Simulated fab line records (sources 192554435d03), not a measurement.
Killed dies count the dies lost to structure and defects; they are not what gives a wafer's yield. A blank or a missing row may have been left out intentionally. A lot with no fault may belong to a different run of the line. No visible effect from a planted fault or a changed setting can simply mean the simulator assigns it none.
Which tool is to blame?	flow n5 finfet	12 lots, 36 wafers sampled, at 1 step of a route of 1938

## WHAT THE GAUGES READ, wafer by wafer
N5_SD_EPI_N_CD_MEAS_09: target cd 120 nm.
lot	measured	on	cd nm (nm)
L075	day 3 06:31	cd sem-01	118.9 117.9 120.3
L077	day 3 18:37	cd sem-01	119.3 119.8 119.1
L079	day 4 07:29	cd sem-02	119.8 120.2 120.0
L081	day 4 18:29	cd sem-02	120.4 120.3 119.8
L083	day 5 07:46	cd sem-02	120.0 120.3 120.8
L085	day 5 20:08	cd sem-01	119.6 120.4 120.0
L087	day 6 09:13	cd sem-01	120.5 120.5 120.0
L089	day 6 19:22	cd sem-01	119.8 119.6 120.5
L091	day 7 06:46	cd sem-01	120.2 120.0 119.6
L093	day 7 21:26	cd sem-01	120.8 121.7 122.3
L095	day 8 07:40	cd sem-01	120.5 122.1 120.6
L097	day 8 18:17	cd sem-02	119.4 119.5 119.3

## TOOL THAT RAN EACH LOT (tool first, then ch and the chambers of the sampled wafers, then the start)
The record shows no process step preceding these readings.

## THE ANSWER, worked out from the rows above alone
Rule: the usual values come from the lots themselves. The widest of any qualifying gaps counts: lots, ordered by their means at a reading, are off when they make up no more than a third of the lots, leave a main group of 4 or more, and stand apart from it by 3 or more times the standard deviation of that group's means. If all means in a main group match to the digits the tables above print for the reading, that group is not used. A lot without any number at a reading at which 4 lots or more have one is off too. The other lots that the step has rows for count as sound.
No lot is off at any reading shown: from this, nothing can be told.

## WHAT WAS PUT IN BY THE SIMULATOR
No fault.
